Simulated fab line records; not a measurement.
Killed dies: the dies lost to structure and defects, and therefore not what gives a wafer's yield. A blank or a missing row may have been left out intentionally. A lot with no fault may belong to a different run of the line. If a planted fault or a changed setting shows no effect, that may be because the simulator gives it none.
A struck lot beside a sound one    flow n5_finfet    15 steps out of a route of 1938
Sound: wafers L824.1, L824.2, L824.5. Struck: wafer L833.5 (L833.2, L833.4, from the same lot, were not struck and are left out); the cause is given at the end.
Order at every step that has rows: each side's tool, ch and its chambers, its first start. Under that, the readings that differ: sound wafers    struck wafers    difference of the means    sigmas: that difference in standard deviations of wafers without a fault.
alike: readings with means less than 2 such deviations apart, plus words and numbers identical on both sides. not compared: withheld readings, readings lacking a value on some wafer, bounds such as >300 that could conceal the same value, and numbers that have no deviation in the record and whose values overlap.
Wherever a step has rows on one side only, a row that says differs or no value, or a row with sigmas, the two part there. Numbers that have no deviation but don't overlap get no sigmas and don't part them. Lack of a reading on every wafer of one side parts them only where that side has two or more wafers.

first, 2 steps without rows for these wafers: N5_BEOL_M4_SPUTTER_92 (material Cu, target thk 4.5 nm, time 8.29 s); N5_BEOL_M4_ANNEAL_93 (time 240 s).
N5_BEOL_M4_SPUTTER_94: material Cu, target thk 4.5 nm, time 8.29 s.
  struck on pvd_sputter-01, day 12 12:45; sound on pvd_sputter-01, day 9 18:14
  alike: chuck_sensor_temp_C, throttle_valve_pct
N5_BEOL_M4_ANNEAL_95: time 240 s.
  struck on pvd_sputter-01, day 12 12:50; sound on pvd_sputter-01, day 9 18:19
  alike: heater_power_w
then, 3 steps without rows for these wafers: N5_BEOL_M4_SPUTTER_96 (material Cu, target thk 4.5 nm, time 8.29 s); N5_BEOL_M4_ECD_50 (material Cu, target thk 300 nm); N5_BEOL_M4_ANNEAL_51 (time 90 s).
N5_BEOL_M4_CMP_52: polishes, stops on SiOC, t overpolish 6.8 s, target thk 40 nm.
  sound on cmp-04 ch 0,3, day 9 18:56; struck on cmp-03 ch 1, day 12 13:37
  alike: barrier_field_endpoint_s, motor_current_A, overpolish_run_s, time_to_endpoint_s
N5_BEOL_M4_THK_MEAS_53: measures by xrf.
  struck on film_metro-01, day 12 13:55; sound on film_metro-02, day 9 19:14
  alike: M4_THK
N5_BEOL_M4_PRE_CLEAN_60: time 15 s.
  sound on cvd_co-01 ch 0,1,2, day 9 19:16; struck on cvd_co-01 ch 2, day 12 13:57
  alike: heater_power_w, rf_fwd_power_W
N5_BEOL_M4_CO_CAP_55: material Co, precursor CCTBA/H2, target thk 2 nm, time 102.1 s.
  sound on cvd_co-01 ch 0,1,2, day 9 19:19; struck on cvd_co-01 ch 2, day 12 13:59
  alike: heater_power_w
then, 1 step without rows for these wafers: N5_BEOL_M4_PRE_CLEAN_56 (time 15 s).
N5_BEOL_M4_DEP_57: deposits SiCN from 3MS/NH3, target thk 8 nm, time 14 s.
  sound on pecvd-01 ch 0,1, day 9 19:26; struck on pecvd-01 ch 2, day 12 14:07
reading                                   sound      struck  difference  sigmas
model.SiCN_of_BEOL_M4_DEP_57.thk_nm (nm)  7.8 8.2 8  7.6     -0.4        
  alike: showerhead_plenum_p_Torr, throttle_valve_pct
  not compared: rf_fwd_power_W
N5_BEOL_M4_RS_MEAS_58: the measuring method here is four-point-probe.
  struck on film_metro-01, day 12 14:12; sound on film_metro-01, day 9 19:30
  alike: M4_RS
N5_BEOL_M4_RC_MEAS_101:
  sound on prober-01 ch 0, day 9 19:33; struck on prober-02 ch 0, day 12 14:24
  alike: DIBL_N, DIBL_P, IOFF_N, IOFF_P, ION_N, ION_P, SS_N, SS_P, VT_N, VT_P

## WHERE THEY PART
Nowhere in this record.

WHY: whatever the simulator had introduced
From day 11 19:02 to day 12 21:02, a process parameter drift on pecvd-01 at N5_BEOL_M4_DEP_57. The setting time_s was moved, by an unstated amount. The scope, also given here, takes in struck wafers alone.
